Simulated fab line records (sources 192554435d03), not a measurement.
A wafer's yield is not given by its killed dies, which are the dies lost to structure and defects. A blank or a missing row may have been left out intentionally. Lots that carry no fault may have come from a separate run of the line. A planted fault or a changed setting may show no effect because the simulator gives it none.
Matching of chambers | flow n5 finfet | N5_BEOL_M4_ETCH_70 on rie diel-03: 4 sister chambers
The step etches SOC in N2/H2, target depth 80 nm, overetch 24 nm, time 130 s. 4 wafers are shown with their chamber, then 10 later ones without.

WAFERS WITH THEIR CHAMBER
wafer  | chamber | throttle valve pct (%)
L086.3 | 2       | 17.84
L086.4 | 0       | 17.36
L088.1 | 1       | 17.77
L088.3 | 3       | 17.83

WAFERS MISSING THEIR CHAMBER
wafer  | throttle valve pct (%)
L088.5 | 17.76
L089.2 | 17.84
L089.4 | 17.76
L089.5 | 17.86
L097.2 | 17.86
L097.4 | 17.88
L097.6 | 17.85
L095.3 | 17.89
L095.4 | 17.39
L095.5 | 17.89

CHAMBER TAKEN BY EACH
wafer  | from the rows above     | in truth
L088.5 | 1                       | 1
L089.2 | can't be placed: 2 or 3 | 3
L089.4 | 1                       | 1
L089.5 | can't be placed: 2 or 3 | 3
L097.2 | can't be placed: 2 or 3 | 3
L097.4 | can't be placed: 2 or 3 | 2
L097.6 | can't be placed: 2 or 3 | 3
L095.3 | can't be placed: 2 or 3 | 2
L095.4 | 0                       | 0
L095.5 | can't be placed: 2 or 3 | 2
3 of 10 placed correctly. Cannot be placed on the basis of these rows: 7; the candidates contain the true chamber in 7. 0 placed wrongly.
How it was worked out, from the rows above alone: a wafer's distance from a chamber is the root of the sum, over the readings, of the square of ((its reading less the chamber's mean) divided by the reading's scatter). If the next closest chamber is less than 2 further off than the closest, the wafer can't be placed; otherwise it belongs to the closest. A chamber's mean is the mean of its shown wafers. The scatter: with one shown wafer a chamber, the root of the mean of the squares of how far each hidden wafer lies from its nearest shown one.
